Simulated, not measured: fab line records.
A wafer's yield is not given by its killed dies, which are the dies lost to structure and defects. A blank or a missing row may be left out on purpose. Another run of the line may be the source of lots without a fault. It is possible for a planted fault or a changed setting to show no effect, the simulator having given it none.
Matching of chambers || flow n5Finfet || rieDiel-05 running N5_FIN_CUT_ETCH_21: 4 sister chambers
The step etches SOC in N2/H2, target depth 219 nm, overetch 43.8 nm, time 523.5 s. 8 wafers are shown with their chamber, then 9 later ones without.

== EACH WAFER AND ITS CHAMBER ==
{"wafer": "L081.6", "chamber": 0, "showerheadPlenumPTorr (Torr)": 2.43, "throttleValvePct (%)": 17.88}
{"wafer": "L084.2", "chamber": 1, "showerheadPlenumPTorr (Torr)": 2.56, "throttleValvePct (%)": 18.04}
{"wafer": "L084.5", "chamber": 1, "showerheadPlenumPTorr (Torr)": 2.56, "throttleValvePct (%)": 18.04}
{"wafer": "L087.5", "chamber": 3, "showerheadPlenumPTorr (Torr)": 2.63, "throttleValvePct (%)": 17.98}
{"wafer": "L087.6", "chamber": 2, "showerheadPlenumPTorr (Torr)": 2.54, "throttleValvePct (%)": 17.66}
{"wafer": "L088.1", "chamber": 0, "showerheadPlenumPTorr (Torr)": 2.42, "throttleValvePct (%)": 17.90}
{"wafer": "L088.2", "chamber": 3, "showerheadPlenumPTorr (Torr)": 2.63, "throttleValvePct (%)": 17.99}
{"wafer": "L088.6", "chamber": 2, "showerheadPlenumPTorr (Torr)": 2.54, "throttleValvePct (%)": 17.70}

== WAFERS WITH NO CHAMBER GIVEN ==
{"wafer": "L089.1", "showerheadPlenumPTorr (Torr)": 2.42, "throttleValvePct (%)": 17.90}
{"wafer": "L089.3", "showerheadPlenumPTorr (Torr)": 2.54, "throttleValvePct (%)": 17.68}
{"wafer": "L089.5", "showerheadPlenumPTorr (Torr)": 2.55, "throttleValvePct (%)": 18.05}
{"wafer": "L090.2", "showerheadPlenumPTorr (Torr)": 2.63, "throttleValvePct (%)": 17.98}
{"wafer": "L090.3", "showerheadPlenumPTorr (Torr)": 2.42, "throttleValvePct (%)": 17.91}
{"wafer": "L090.4", "showerheadPlenumPTorr (Torr)": 2.55, "throttleValvePct (%)": 18.07}
{"wafer": "L096.1", "showerheadPlenumPTorr (Torr)": 2.42, "throttleValvePct (%)": 17.92}
{"wafer": "L096.3", "showerheadPlenumPTorr (Torr)": 2.63, "throttleValvePct (%)": 18.00}
{"wafer": "L096.5", "showerheadPlenumPTorr (Torr)": 2.54, "throttleValvePct (%)": 17.70}

== WHICH CHAMBER EACH WENT THROUGH ==
{"wafer": "L089.1", "from the rows above": 0, "in truth": 0}
{"wafer": "L089.3", "from the rows above": 2, "in truth": 2}
{"wafer": "L089.5", "from the rows above": 1, "in truth": 1}
{"wafer": "L090.2", "from the rows above": 3, "in truth": 3}
{"wafer": "L090.3", "from the rows above": 0, "in truth": 0}
{"wafer": "L090.4", "from the rows above": 1, "in truth": 1}
{"wafer": "L096.1", "from the rows above": 0, "in truth": 0}
{"wafer": "L096.3", "from the rows above": 3, "in truth": 3}
{"wafer": "L096.5", "from the rows above": 2, "in truth": 2}
9 of 9 placed correctly. Can't be placed from these rows: 0. 0 placed wrongly.
How it was worked out, from the rows above alone: a wafer's distance from a chamber is the root of the sum, over the readings, of the square of ((its reading less the chamber's mean) divided by the reading's scatter). If the next closest chamber is less than 2 further off than the closest, the wafer can't be placed; otherwise it belongs to the closest. Each chamber's mean is taken over the wafers shown for it. How the scatter is found: for the shown wafers, subtract from each reading the mean of its chamber, square and add these, divide the total by (wafers less chambers), then take the root.
